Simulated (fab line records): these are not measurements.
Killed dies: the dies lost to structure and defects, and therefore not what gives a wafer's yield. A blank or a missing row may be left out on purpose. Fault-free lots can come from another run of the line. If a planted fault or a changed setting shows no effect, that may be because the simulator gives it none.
Matching of chambers / flow n5 finfet / N5_BEOL_M0_DEP_125 on pecvd-02 has 3 sister chambers
The step deposits SiCN from 3MS/NH3, target thk 8 nm, time 14 s. 6 wafers are shown with their chamber, then 10 later ones without.

WAFERS WITH THEIR CHAMBER
wafer=L082.6; chamber=1; showerhead plenum p Torr (Torr)=3.685; throttle valve pct (%)=8.9
wafer=L086.4; chamber=0; showerhead plenum p Torr (Torr)=3.676; throttle valve pct (%)=9.4
wafer=L087.5; chamber=1; showerhead plenum p Torr (Torr)=3.684; throttle valve pct (%)=8.7
wafer=L094.6; chamber=2; showerhead plenum p Torr (Torr)=3.625; throttle valve pct (%)=9.2
wafer=L095.1; chamber=2; showerhead plenum p Torr (Torr)=3.631; throttle valve pct (%)=9.3
wafer=L095.2; chamber=0; showerhead plenum p Torr (Torr)=3.670; throttle valve pct (%)=9.2

WAFERS WITHOUT THEIR CHAMBER
wafer=L095.3; showerhead plenum p Torr (Torr)=3.691; throttle valve pct (%)=8.8
wafer=L095.4; showerhead plenum p Torr (Torr)=3.680; throttle valve pct (%)=9.1
wafer=L095.5; showerhead plenum p Torr (Torr)=3.636; throttle valve pct (%)=9.3
wafer=L095.6; showerhead plenum p Torr (Torr)=3.672; throttle valve pct (%)=9.5
wafer=L096.1; showerhead plenum p Torr (Torr)=3.626; throttle valve pct (%)=9.2
wafer=L096.2; showerhead plenum p Torr (Torr)=3.670; throttle valve pct (%)=9.4
wafer=L096.4; showerhead plenum p Torr (Torr)=3.680; throttle valve pct (%)=9.5
wafer=L097.3; showerhead plenum p Torr (Torr)=3.627; throttle valve pct (%)=9.3
wafer=L097.5; showerhead plenum p Torr (Torr)=3.639; throttle valve pct (%)=9.1
wafer=L097.6; showerhead plenum p Torr (Torr)=3.687; throttle valve pct (%)=9.0

THE CHAMBER EACH PASSED THROUGH
wafer=L095.3; from the rows above=1; in truth=1
wafer=L095.4; from the rows above=can't be placed: 0 or 1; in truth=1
wafer=L095.5; from the rows above=2; in truth=2
wafer=L095.6; from the rows above=0; in truth=0
wafer=L096.1; from the rows above=2; in truth=2
wafer=L096.2; from the rows above=0; in truth=0
wafer=L096.4; from the rows above=0; in truth=0
wafer=L097.3; from the rows above=2; in truth=2
wafer=L097.5; from the rows above=2; in truth=2
wafer=L097.6; from the rows above=1; in truth=1
9 of 10 placed correctly. Unplaceable from these rows: 1, with the true chamber sitting among the candidates in 1. Placed wrongly: 0.
How it was worked out, from the rows above alone: a wafer's distance from a chamber is the root of the sum, over the readings, of the square of ((its reading less the chamber's mean) divided by the reading's scatter). If the next closest chamber is less than 2 further off than the closest, the wafer can't be placed; otherwise it belongs to the closest. Each chamber's mean is taken over the wafers shown for it. The scatter: take each reading less its chamber's mean, square it, sum over the shown wafers, divide by the number of wafers less the number of chambers, and take the root.
